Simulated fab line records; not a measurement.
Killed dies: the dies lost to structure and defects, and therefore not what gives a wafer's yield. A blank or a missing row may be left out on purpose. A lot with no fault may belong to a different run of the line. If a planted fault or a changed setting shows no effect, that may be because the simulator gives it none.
Split-lot study | flow n5_finfet | 7 lots, 21 wafers read, on a route of 1938 steps

== ABOUT THE SPLIT ==
At N5_BEOL_M9_EXPOSE_08 (exposes mask M9), the setting dose_mj was moved away from the recipe's 53.75 on 8 of the 21 wafers read, by -6.9% to +6.4%. The other wafers ran this setting at the recipe's value.

== FROM THE SPLIT TO THE READING: what the file shows between them, 15 steps ==
- N5_BEOL_M9_PEB_09: peb time 60 s
- N5_BEOL_M9_DEVELOP_10: develop time 30 s
- N5_BEOL_M9_CD_MEAS_11: target cd 64.1 nm
- N5_BEOL_M9_DESCUM_16: chemistry O2, time 7.9 s
- N5_BEOL_M9_ETCH_61: etches SiARC in CF4, target depth 39 nm, time 65 s
- N5_BEOL_M9_ETCH_62: etches SOC in N2/H2, target depth 110 nm, overetch 22 nm, time 165 s
- N5_BEOL_M9_STRIP_68: strips in N2/H2
- N5_BEOL_M9_STRIP_67: strips in CF4
- N5_BEOL_M9_HM_OPEN_17: chemistry Cl2/BCl3, target TiN, target depth 20 nm, overetch 6 nm
- N5_BEOL_M9_STRIP_19: strips in O2 (also split here: power_w)
- N5_BEOL_M9_CD_MEAS_18: pitch 140 nm, target cd 70 nm
- N5_BEOL_M9_COAT_63: time 60 s, resist thk 60 nm
- N5_BEOL_M9_COAT_64: time 60 s, resist thk 12 nm
- N5_BEOL_M9_PRECLEAN_42: cleans in residue remover, time 60 s
- N5_BEOL_M9_SRD_43: time 30 s

== THE READING ==
cd_nm, in nm, at N5_BEOL_M9_CD_MEAS_35 (target cd 70 nm, target cd y 40 nm). A value of 70.1 nm with a standard deviation of 0.59 nm is what fault-free wafers of this fab line usually give.

wafer  | tool, chamber at the split | dose_mj as run | against the recipe | cd_nm, nm | against lot-mates on the recipe
L076.1 | arfi_scanner-02, 0         | 53.75          | recipe             | 70.4      | -
L076.2 | arfi_scanner-02, 0         | 50.94          | -5.2%              | 67.5      | -2.8
L076.5 | arfi_scanner-02, 0         | 53.75          | recipe             | 70.3      | -
L077.4 | arfi_scanner-02, 0         | 50.02          | -6.9%              | 66.5      | -4.1
L077.5 | arfi_scanner-02, 0         | 53.75          | recipe             | 70.6      | -
L077.6 | arfi_scanner-02, 0         | 50.02          | -6.9%              | 65.8      | -4.8
L082.1 | arfi_scanner-03, 0         | 53.75          | recipe             | 69.4      | -
L082.2 | arfi_scanner-03, 0         | 51.15          | -4.8%              | 67.3      | -2.3
L082.5 | arfi_scanner-03, 0         | 53.75          | recipe             | 69.7      | -
L084.2 | arfi_scanner-01, 0         | 53.75          | recipe             | 69.7      | -
L084.5 | arfi_scanner-01, 0         | 53.75          | recipe             | 70.1      | -
L084.6 | arfi_scanner-01, 0         | 53.75          | recipe             | 69.8      | -
L089.1 | arfi_scanner-01, 0         | 57.19          | +6.4%              | 73.2      | +3.2
L089.4 | arfi_scanner-01, 0         | 53.75          | recipe             | 70.0      | -
L089.6 | arfi_scanner-01, 0         | 57.19          | +6.4%              | 73.2      | +3.2
L093.2 | arfi_scanner-02, 0         | 53.75          | recipe             | 70.4      | -
L093.4 | arfi_scanner-02, 0         | 53.75          | recipe             | 70.3      | -
L093.5 | arfi_scanner-02, 0         | 53.75          | recipe             | 69.9      | -
L094.1 | arfi_scanner-01, 0         | 51.42          | -4.3%              | 66.9      | -1.3
L094.2 | arfi_scanner-01, 0         | 51.42          | -4.3%              | 67.0      | -1.2
L094.4 | arfi_scanner-01, 0         | 53.75          | recipe             | 68.2      | -

THE FIT
A straight line over all 21 wafers: cd_nm changes by +0.54 nm for each +1% of dose_mj; r = +0.96; the points scatter about the line by 0.55 nm.
The same after taking each lot's own level away (the mean of its wafers on the recipe; 21 wafers): +0.524 nm for each +1%; r = +0.97; scatter 0.46 nm.
On that fit, the largest move of dose_mj shifts the reading by 3.6 nm.
Measured against the standard deviation above, the lots' own levels, which go from 68.20 to 70.60 nm, span 4.1 times it.
So the lot-to-lot level changes the slope little: the two slopes agree.
Check: for one of the wafers moved furthest among these (-6.9%), held out of the fit, the line's prediction against its lot-mates is -3.51 nm. It came out at -4.1 nm against them.

== THE OTHER SPLITS THESE WAFERS WENT THROUGH ==
Before the reading, these wafers also passed through other splits. Each is held against what the fit with the lots' levels taken away leaves over:
other split on the same wafers | wafers away from the commonest value | r with cd_nm (lot level and that fit taken away)
N5_BEOL_M9_STRIP_19 power_w    | 9                                    | -0.13

== THE WHOLE CHAIN: every reading that the file lists as answering this split, in the file's order ==
step                  | what it does                                                         | reading                                                               | change (the file's fit)               | r (the file's)
N5_BEOL_M9_CD_MEAS_11 | target cd 64.1 nm                                                    | cd_nm                                                                 | +0.485 nm for each +1% of the setting | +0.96
N5_BEOL_M9_ETCH_61    | etches SiARC in CF4, target depth 39 nm, time 65 s                   | BEOL_M9.cd_offset_nm (the simulator's own value, which no gauge read) | +0.516 nm for each +1% of the setting | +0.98
N5_BEOL_M9_ETCH_62    | etches SOC in N2/H2, target depth 110 nm, overetch 22 nm, time 165 s | BEOL_M9.cd_offset_nm (the simulator's own value, which no gauge read) | +0.537 nm for each +1% of the setting | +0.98
N5_BEOL_M9_HM_OPEN_17 | chemistry Cl2/BCl3, target TiN, target depth 20 nm, overetch 6 nm    | BEOL_M9.cd_offset_nm (the simulator's own value, which no gauge read) | +0.525 nm for each +1% of the setting | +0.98
N5_BEOL_M9_CD_MEAS_18 | pitch 140 nm, target cd 70 nm                                        | cd_nm                                                                 | +0.48 nm for each +1% of the setting  | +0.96
N5_BEOL_M9_CD_MEAS_35 | target cd 70 nm, target cd y 40 nm                                   | cd_nm                                                                 | +0.523 nm for each +1% of the setting | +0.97

== FILE'S OWN FIT ==
cd_nm changes by +0.523 nm for each +1% of dose_mj, r = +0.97.
